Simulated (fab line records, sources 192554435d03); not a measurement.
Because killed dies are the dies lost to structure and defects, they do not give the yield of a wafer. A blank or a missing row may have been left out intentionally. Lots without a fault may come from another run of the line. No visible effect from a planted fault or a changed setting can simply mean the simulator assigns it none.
Which tool was responsible? | flow n5_finfet | 39 wafers from 13 lots sampled at 4 of the route's 1938 steps

== WHAT THE GAUGES READ, wafer by wafer ==
N5_BEOL_M10_INSPECT_58: inspects for defects (darkfield).
lot  | measured     | on                | raw_defect_count
L406 | day 10 19:58 | defect_inspect-02 | 67 46 42
L408 | day 11 03:55 | defect_inspect-02 | 62 80 66
L409 | day 11 11:03 | defect_inspect-02 | 55 62 39
L410 | day 11 20:25 | defect_inspect-02 | 81 90 110
L412 | day 12 03:54 | defect_inspect-02 | 57 74 45
L415 | day 12 16:50 | defect_inspect-01 | 50 72 62
L414 | day 13 00:29 | defect_inspect-01 | 65 97 88
L416 | day 13 10:25 | defect_inspect-01 | 73 63 49
L417 | day 13 18:01 | defect_inspect-02 | 52 82 89
L422 | day 14 11:23 | defect_inspect-02 | 83 96 64
L426 | day 15 05:53 | defect_inspect-02 | 40 82 83
L425 | day 15 07:29 | defect_inspect-02 | 70 127 113
L427 | day 16 03:04 | defect_inspect-01 | 108 152 73

N5_BEOL_M11_CD_MEAS_11: the cd target is 64.1 nm.
lot  | measured     | on        | cd_nm (nm)
L406 | day 10 21:11 | cd_sem-03 | 63.4 64.1 63.3
L408 | day 11 05:22 | cd_sem-03 | 64.2 63.4 63.5
L409 | day 11 13:52 | cd_sem-01 | 64.4 62.9 64.3
L410 | day 11 23:04 | cd_sem-01 | 63.7 63.6 64.0
L412 | day 12 06:11 | cd_sem-01 | 63.9 64.7 64.1
L415 | day 12 20:09 | cd_sem-02 | 64.3 64.0 64.3
L414 | day 13 02:37 | cd_sem-03 | 64.1 64.9 63.9
L416 | day 13 14:43 | cd_sem-02 | 63.9 64.3 64.6
L417 | day 13 19:21 | cd_sem-03 | 63.7 63.9 64.6
L422 | day 14 14:01 | cd_sem-03 | 65.6 64.8 64.6
L426 | day 15 07:08 | cd_sem-03 | 63.5 64.0 63.4
L425 | day 15 10:41 | cd_sem-02 | 64.6 64.6 65.4
L427 | day 16 06:22 | cd_sem-03 | 63.8 64.0 63.9

== WHICH TOOL RAN EACH LOT (tool, then ch and the chambers of the sampled wafers, then the start) ==
lot  | N5_BEOL_M10_ANNEAL_51            | N5_BEOL_M11_COAT_05
L406 | rtp_anneal-01 ch 0, day 10 19:15 | litho_track-05 ch 0, day 10 20:49
L408 | rtp_anneal-02 ch 0, day 11 03:13 | litho_track-02 ch 0, day 11 04:59
L409 | rtp_anneal-02 ch 0, day 11 10:23 | litho_track-02 ch 0, day 11 13:29
L410 | rtp_anneal-02 ch 0, day 11 19:29 | litho_track-02 ch 0, day 11 22:42
L412 | rtp_anneal-01 ch 0, day 12 03:09 | litho_track-05 ch 0, day 12 05:49
L415 | rtp_anneal-02 ch 0, day 12 16:10 | litho_track-05 ch 0, day 12 19:47
L414 | rtp_anneal-01 ch 0, day 12 23:47 | litho_track-05 ch 0, day 13 02:14
L416 | rtp_anneal-01 ch 0, day 13 09:40 | litho_track-01 ch 0, day 13 14:28
L417 | rtp_anneal-02 ch 0, day 13 17:19 | litho_track-05 ch 0, day 13 18:59
L422 | rtp_anneal-01 ch 0, day 14 10:38 | litho_track-01 ch 0, day 14 13:46
L426 | rtp_anneal-01 ch 0, day 15 05:08 | litho_track-02 ch 0, day 15 06:54
L425 | rtp_anneal-02 ch 0, day 15 06:44 | litho_track-01 ch 0, day 15 10:28
L427 | rtp_anneal-02 ch 0, day 16 02:13 | litho_track-02 ch 0, day 16 06:00
- N5_BEOL_M10_ANNEAL_51: time 90 s.
- N5_BEOL_M11_COAT_05: resist thk 90 nm.

== AS READ BY THE TOOLS THEMSELVES (means over the sampled wafers that have a number; for cases with no such wafer, the mark the record gives instead) ==
N5_BEOL_M10_ANNEAL_51.
lot  | tool          | wafer_temp_C_max
L406 | rtp_anneal-01 | 225.76
L408 | rtp_anneal-02 | 225.95
L409 | rtp_anneal-02 | 225.80
L410 | rtp_anneal-02 | 225.86
L412 | rtp_anneal-01 | 225.58
L415 | rtp_anneal-02 | 225.97
L414 | rtp_anneal-01 | 225.65
L416 | rtp_anneal-01 | 225.53
L417 | rtp_anneal-02 | 226.00
L422 | rtp_anneal-01 | 225.70
L426 | rtp_anneal-01 | 225.27
L425 | rtp_anneal-02 | 226.00
L427 | rtp_anneal-02 | 226.00

N5_BEOL_M11_COAT_05.
lot  | tool           | spin_speed_rpm (rpm)
L406 | litho_track-05 | 1500.0
L408 | litho_track-02 | 1499.8
L409 | litho_track-02 | 1500.0
L410 | litho_track-02 | 1500.7
L412 | litho_track-05 | 1500.5
L415 | litho_track-05 | 1500.9
L414 | litho_track-05 | 1499.9
L416 | litho_track-01 | 1499.6
L417 | litho_track-05 | 1499.7
L422 | litho_track-01 | 2058.5
L426 | litho_track-02 | 1501.1
L425 | litho_track-01 | 2058.7
L427 | litho_track-02 | 1499.8

== THE ANSWER, worked out from the rows above alone ==
Rule: the usual values come from the lots themselves. Put in order of their means at a reading, lots are off if they are a third of the lots or fewer, leave a main group of 4 or more, and stand apart from it by a gap of 3 or more times the standard deviation of the main group's means; of several such gaps the widest counts. If all means in a main group match to the digits the tables above print for the reading, that group is not used. A lot without any number at a reading at which 4 lots or more have one is off too. Any other lot the step has rows for is counted as sound. The gauges are gone through in route order, then the tools' own readings, and for those a lot's mean is taken as printed above. The first step at which some lot is off is used, and at that step the reading that is off furthest; a lot without a number counts as furthest.
Off: L422, L425 (N5_BEOL_M11_COAT_05, spin_speed_rpm). Main group: mean 1500.2 rpm, sd 0.5.
If a tool, at that step or one of the process steps before it, ran each lot that is off and ran no sound lot following the first of them, it fits. One fits: N5_BEOL_M11_COAT_05 on litho_track-01. Its last sound lot is L416 (day 13 14:28), its first lot that is off L422 (day 14 13:46): a fault that began between those two fits.
The tool's own readings at N5_BEOL_M11_COAT_05 bear it out: on the lots that are off they differ by more than 5 times the standard deviation of the sound lots' means. spin_speed_rpm reads 2058.6 rpm there against 1500.2 rpm on the sound lots.

== WHAT THE SIMULATOR PUT IN ==
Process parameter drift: litho_track-01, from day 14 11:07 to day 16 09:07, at N5_BEOL_M11_COAT_05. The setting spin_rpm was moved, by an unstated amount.
Shown lots that were struck: L422, L425. The rule given above showed the same thing.
